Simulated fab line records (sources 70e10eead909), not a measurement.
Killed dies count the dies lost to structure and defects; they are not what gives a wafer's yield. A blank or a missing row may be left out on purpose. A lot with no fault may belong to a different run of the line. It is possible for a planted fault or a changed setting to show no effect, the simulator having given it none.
Which tool did it? -- flow nandHarc -- 15 lots with 45 wafers sampled at 5 steps, on a route of 1302 steps

== WHAT EACH GAUGE READ, for each wafer ==
NHARC_A_CHANNEL_HOLE_D2_OVL_MEAS_11. Usual: overlayXNm -0.2 nm, standard deviation 0.79; overlayYNm 0.1 nm, standard deviation 0.89.
lot,measured,on,overlayXNm (nm),overlayYNm (nm),flag
L840,day 15 14:53,overlay-02,0.0 0.2 0.1,0.0 0.1 0.0,
L843,day 16 18:56,overlay-01,1.0 1.1 1.2,0.6 0.5 0.7,
L844,day 17 09:09,overlay-02,-0.8 -0.3 -0.2,0.2 -0.2 -0.3,
L846,day 17 21:23,overlay-02,-0.1 0.4 -0.1,1.9 2.0 0.9,
L845,day 17 22:06,overlay-02,-1.5 -0.8 -1.1,1.7 1.8 1.1,
L848,day 18 18:50,overlay-02,0.5 -0.3 -0.4,-0.9 -0.2 -0.5,
L849,day 18 18:59,overlay-01,0.0 0.2 0.1,-0.3 0.0 -0.3,
L850,day 19 02:19,overlay-02,-0.7 -1.3 -0.4,-0.5 -0.2 -0.1,
L852,day 19 20:03,overlay-02,-0.1 0.8 0.1,-1.5 -1.0 -1.6,
L854,day 20 23:01,overlay-01,-0.5 -0.4 -0.3,-0.2 0.2 -0.4,
L853,day 21 00:50,overlay-01,0.1 0.4 0.7,-0.8 -0.4 -0.5,
L855,day 21 13:25,overlay-02,-1.1 -0.3 -0.8,0.3 -0.1 0.2,
L856,day 21 20:56,overlay-02,0.5 0.0 0.4,1.6 1.1 1.3,
L857,day 22 11:54,overlay-01,1.1 1.3 1.6,0.3 0.1 0.3,
L858,day 23 02:02,overlay-02,0.2 0.3 -0.3,-0.6 -1.2 -0.9,

NHARC_A_CHANNEL_HOLE_D2_CD_MEAS_18. Usual: cdNm at 98 nm, with a standard deviation of 3.1.
lot,measured,on,cdNm (nm),flag
L840,day 15 16:05,cdSem-03,94 96 97,
L843,day 16 20:09,cdSem-02,93 102 104,
L844,day 17 10:34,cdSem-02,94 101 102,
L846,day 17 22:35,cdSem-02,98 93 99,
L845,day 17 23:18,cdSem-03,101 97 102,
L848,day 18 21:00,cdSem-03,100 102 100,
L849,day 18 21:42,cdSem-01,100 100 103,
L850,day 19 03:32,cdSem-02,97 96 99,
L852,day 19 21:15,cdSem-01,98 97 97,
L854,day 21 00:13,cdSem-03,100 94 99,
L853,day 21 02:02,cdSem-03,97 99 99,
L855,day 21 14:37,cdSem-03,96 97 99,
L856,day 21 22:08,cdSem-01,97 97 95,
L857,day 22 13:07,cdSem-02,95 99 97,
L858,day 23 03:14,cdSem-03,98 97 101,

NHARC_A_CHANNEL_HOLE_D2_CD_MEAS_31. Usual: cdNm at 89.7 nm, with a standard deviation of 1.5.
lot,measured,on,cdNm (nm),flag
L840,day 16 01:22,cdSem-03,88.3 90.4 89.5,
L843,day 17 01:47,cdSem-01,-0.3 1.1 1.1,OFF
L844,day 17 16:47,cdSem-01,0.8 -0.1 2.1,OFF
L846,day 18 04:11,cdSem-02,-0.4 -0.5 -0.8,OFF
L845,day 18 07:11,cdSem-03,91.2 88.1 90.4,
L848,day 19 02:35,cdSem-01,88.8 92.5 89.6,
L849,day 19 03:18,cdSem-01,87.1 90.2 89.9,
L850,day 19 09:08,cdSem-02,89.5 90.3 90.5,
L852,day 20 03:40,cdSem-02,90.4 85.8 86.5,
L854,day 21 05:49,cdSem-03,91.8 90.5 90.3,
L853,day 21 07:37,cdSem-01,89.7 89.3 91.4,
L855,day 21 20:11,cdSem-01,89.9 89.7 88.0,
L856,day 22 03:43,cdSem-01,87.0 89.6 91.3,
L857,day 22 19:14,cdSem-01,89.1 91.0 91.6,
L858,day 23 08:50,cdSem-02,90.7 90.5 90.3,

== WHICH TOOL RAN EACH LOT (tool, then ch and the chambers of the sampled wafers, then the start) ==
lot,NHARC_A_CHANNEL_HOLE_D2_ETCH_34,NHARC_A_CHANNEL_HOLE_D2_ETCH_25
L840,"rieDiel-08 ch 0,2, day 15 16:05 or earlier","harEtch-01 ch 1, day 15 22:31"
L843,"rieDiel-04 ch 0,2,3, day 16 20:09 or earlier","harEtch-01 ch 0,1, day 16 23:07"
L844,"rieDiel-08 ch 1,2, day 17 10:34 or earlier","harEtch-01 ch 0,1, day 17 14:19"
L846,"rieDiel-08 ch 1,2,3, day 17 22:35 or earlier","harEtch-01 ch 0,1, day 18 01:43"
L845,"rieDiel-09 ch 1,2,3, day 17 23:18 or earlier","harEtch-02 ch 0,1, day 18 04:42"
L848,"rieDiel-09 ch 2,3, day 18 21:00 or earlier","harEtch-02 ch 0,1, day 18 23:58"
L849,"rieDiel-09 ch 0,2,3, day 18 21:42 or earlier","harEtch-01 ch 0,1, day 19 00:41"
L850,"rieDiel-08 ch 0,1,3, day 19 03:32 or earlier","harEtch-02 ch 1, day 19 06:31"
L852,"rieDiel-08 ch 2,3, day 19 21:15 or earlier","harEtch-02 ch 0,1, day 20 01:03"
L854,"rieDiel-08 ch 0,2,3, day 21 00:13 or earlier","harEtch-02 ch 0,1, day 21 03:11"
L853,"rieDiel-04 ch 0,2, day 21 02:02 or earlier","harEtch-01 ch 0, day 21 05:00"
L855,"rieDiel-08 ch 1,3, day 21 14:37 or earlier","harEtch-01 ch 0,1, day 21 17:43"
L856,"rieDiel-08 ch 0,1,3, day 21 22:08 or earlier","harEtch-02 ch 0,1, day 22 01:05"
L857,"rieDiel-08 ch 0,3, day 22 13:07 or earlier","harEtch-02 ch 0,1, day 22 16:37"
L858,"rieDiel-04 ch 0,1,2, day 23 03:14 or earlier","harEtch-01 ch 0,1, day 23 06:22"
- NHARC_A_CHANNEL_HOLE_D2_ETCH_34: etches the open film in CF4/CHF3, target depth 154 nm, time 77 s.
- NHARC_A_CHANNEL_HOLE_D2_ETCH_25: etches the open film in C4F8/O2/Ar, time 1040.2 s, target depth 1500 nm.

== AS READ BY THE TOOLS THEMSELVES (means over the sampled wafers that have a number; for cases with no such wafer, the mark the record gives instead) ==
NHARC_A_CHANNEL_HOLE_D2_ETCH_34. Usual: biasW 200.0 W, standard deviation 0.59; cf4FlowSccm 100.0 sccm, standard deviation 0.3; chf3FlowSccm 30.00 sccm, standard deviation 0.098; drypumpMotorCurrentA 5.6 A, standard deviation 0.47; oesProductAu 0.958 a.u., standard deviation 0.023; rfVppV 370.0 V, standard deviation 2; showerheadPlenumPTorr 1.56 Torr, standard deviation 0.054; throttleValvePct 16.803 %, standard deviation 0.0093.
lot,tool,biasW (W),cf4FlowSccm (sccm),chf3FlowSccm (sccm),drypumpMotorCurrentA (A),oesProductAu (a.u.),rfVppV (V),showerheadPlenumPTorr (Torr),throttleValvePct (%),flag
L840,rieDiel-08,200.1,100.4,30.04,5.6,0.960,369.5,1.52,16.801,
L843,rieDiel-04,199.6,100.2,30.05,5.7,0.962,371.7,1.60,16.798,
L844,rieDiel-08,200.6,100.1,30.05,5.2,0.978,369.0,1.53,16.801,
L846,rieDiel-08,199.9,99.6,30.08,5.4,0.964,369.6,1.56,16.800,
L845,rieDiel-09,200.7,100.0,30.05,5.9,0.951,369.7,1.53,16.798,
L848,rieDiel-09,199.9,99.7,29.97,6.2,0.923,370.6,1.58,16.804,
L849,rieDiel-09,199.6,100.1,30.01,5.8,0.926,369.4,1.55,16.805,
L850,rieDiel-08,199.5,100.0,30.04,5.4,0.975,370.4,1.57,16.809,
L852,rieDiel-08,200.0,99.6,29.93,5.6,0.931,369.5,1.54,16.804,
L854,rieDiel-08,200.1,99.6,30.03,5.6,0.958,369.4,1.55,16.793,
L853,rieDiel-04,200.2,100.2,30.13,5.9,0.978,372.2,1.62,16.808,
L855,rieDiel-08,199.7,100.0,29.96,5.4,0.993,371.3,1.61,16.802,
L856,rieDiel-08,199.8,99.9,30.08,5.4,0.942,370.7,1.57,16.803,
L857,rieDiel-08,200.9,99.7,29.96,5.7,0.971,371.0,1.60,16.815,
L858,rieDiel-04,199.9,99.9,29.99,5.9,0.932,371.2,1.59,16.797,

NHARC_A_CHANNEL_HOLE_D2_ETCH_25. Usual: c4f8FlowSccm 93.82 sccm, standard deviation 0.3; chamberPressureMTorr 19.999 mTorr, standard deviation 0.019; drypumpMotorCurrentA 5.8 A, standard deviation 0.47; heBacksideLeakSccm 6.1 sccm, standard deviation 0.81; showerheadPlenumPTorr 3.70 Torr, standard deviation 0.16; throttleValvePct 32.234 %, standard deviation 0.009.
lot,tool,c4f8FlowSccm (sccm),chamberPressureMTorr (mTorr),drypumpMotorCurrentA (A),heBacksideLeakSccm (sccm),showerheadPlenumPTorr (Torr),throttleValvePct (%),flag
L840,harEtch-01,93.79,19.983,5.7,5.2,3.68,32.238,
L843,harEtch-01,-,-,-,-,-,-,OFF
L844,harEtch-01,-,-,-,-,-,-,OFF
L846,harEtch-01,-,-,-,-,-,-,OFF
L845,harEtch-02,93.83,20.005,6.0,5.3,3.92,32.230,
L848,harEtch-02,93.87,19.978,6.2,6.3,3.91,32.233,
L849,harEtch-01,93.85,19.982,5.5,6.1,3.64,32.237,
L850,harEtch-02,93.56,20.023,5.7,4.7,3.91,32.249,
L852,harEtch-02,93.51,19.985,6.2,5.4,3.90,32.232,
L854,harEtch-02,93.73,19.998,6.0,5.5,3.90,32.232,
L853,harEtch-01,94.22,19.998,5.2,7.4,3.61,32.233,
L855,harEtch-01,93.90,19.995,5.5,6.5,3.62,32.231,
L856,harEtch-02,93.56,19.995,6.2,5.4,3.89,32.241,
L857,harEtch-02,93.79,20.026,6.0,5.7,3.88,32.234,
L858,harEtch-01,93.75,20.003,5.5,6.5,3.61,32.236,

== THE ANSWER, worked out from the rows above alone ==
Rule: a lot counts as off when the mean over its wafers that have a number is more than 3 standard deviations away from the usual mean. Also off: a lot with no number at a reading for which 4 or more lots have one. Where the step has rows for the other lots, those lots are counted as sound. First the gauges in route order, then the tools' own readings, where a lot's mean is used as printed above. At the first step where some lot is off, the reading lying furthest off is the one used; lots without a number count as furthest.
Off, at NHARC_A_CHANNEL_HOLE_D2_CD_MEAS_31 on cdNm: L843, L844, L846.
A tool fits if, at a process step before that reading, it ran every lot that is off, and no sound lot after the first of them. Not tried: the gauges at NHARC_A_CHANNEL_HOLE_D2_CD_MEAS_31; whatever is off there is also off at NHARC_A_CHANNEL_HOLE_D2_ETCH_25, on other tools, and gauge error can't account for it. Because NHARC_A_CHANNEL_HOLE_D2_ETCH_34 lacks a start for some lots, the hours and order of its lots are taken from NHARC_A_CHANNEL_HOLE_D2_CD_MEAS_18. Of those tried, none fits.

== WHAT THE SIMULATOR PUT IN ==
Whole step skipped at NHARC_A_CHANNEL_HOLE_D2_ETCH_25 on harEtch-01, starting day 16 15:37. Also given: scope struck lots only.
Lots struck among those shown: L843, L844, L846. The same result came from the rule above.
